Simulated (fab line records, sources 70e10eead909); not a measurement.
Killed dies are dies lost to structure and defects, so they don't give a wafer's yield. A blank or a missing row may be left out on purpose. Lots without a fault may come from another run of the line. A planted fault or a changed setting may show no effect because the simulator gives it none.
Chamber matching | flow nand_harc | NHARC_A_M1_DEP_33 on pecvd-02: 3 sister chambers
The step deposits SiCN, target thk 30 nm. 6 wafers are shown with their chamber, then 12 later ones without.

WAFERS WITH THEIR CHAMBER
wafer  | chamber | heater_power_w (W) | rf_fwd_power_W (W)
L084.2 | 1       | 538                | 450.2
L090.3 | 1       | 590                | 450.6
L090.6 | 2       | 682                | 448.0
L092.1 | 2       | 593                | 448.4
L092.3 | 0       | 750                | 446.3
L092.4 | 0       | 742                | 446.5

WAFERS WITHOUT THEIR CHAMBER
wafer  | heater_power_w (W) | rf_fwd_power_W (W)
L095.1 | 672                | 453.2
L095.3 | 634                | 449.9
L095.5 | 589                | 449.0
L096.1 | 726                | 449.4
L096.3 | 476                | 446.9
L096.4 | 501                | 450.6
L094.1 | 545                | 448.3
L094.3 | 563                | 448.4
L094.4 | 736                | 450.0
L097.3 | 736                | 447.4
L097.4 | 610                | 450.6
L097.6 | 759                | 449.6

WHICH CHAMBER EACH WENT THROUGH
wafer  | from the rows above     | in truth
L095.1 | 1                       | 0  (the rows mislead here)
L095.3 | 1                       | 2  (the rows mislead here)
L095.5 | 2                       | 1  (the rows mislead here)
L096.1 | can't be placed: 2 or 1 | 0
L096.3 | can't be placed: 2 or 0 | 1
L096.4 | 1                       | 1
L094.1 | 2                       | 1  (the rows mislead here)
L094.3 | 2                       | 2
L094.4 | 1                       | 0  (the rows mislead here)
L097.3 | can't be placed: 2 or 0 | 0
L097.4 | 1                       | 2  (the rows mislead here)
L097.6 | can't be placed: 1 or 2 | 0
Placed correctly: 2 of 12. Can't be placed from these rows: 4 (the true chamber is among the candidates in 1). Placed wrongly: 6.
How it was worked out, from the rows above alone: a wafer's distance from a chamber is the root of the sum, over the readings, of the square of ((its reading less the chamber's mean) divided by the reading's scatter). The wafer belongs to the nearest chamber; if the next one is less than 2 further off, it can't be placed. A chamber's mean is the mean of its shown wafers. The scatter: the root of (the sum of the squares of (reading less its chamber's mean) over the shown wafers, divided by (wafers less chambers)).
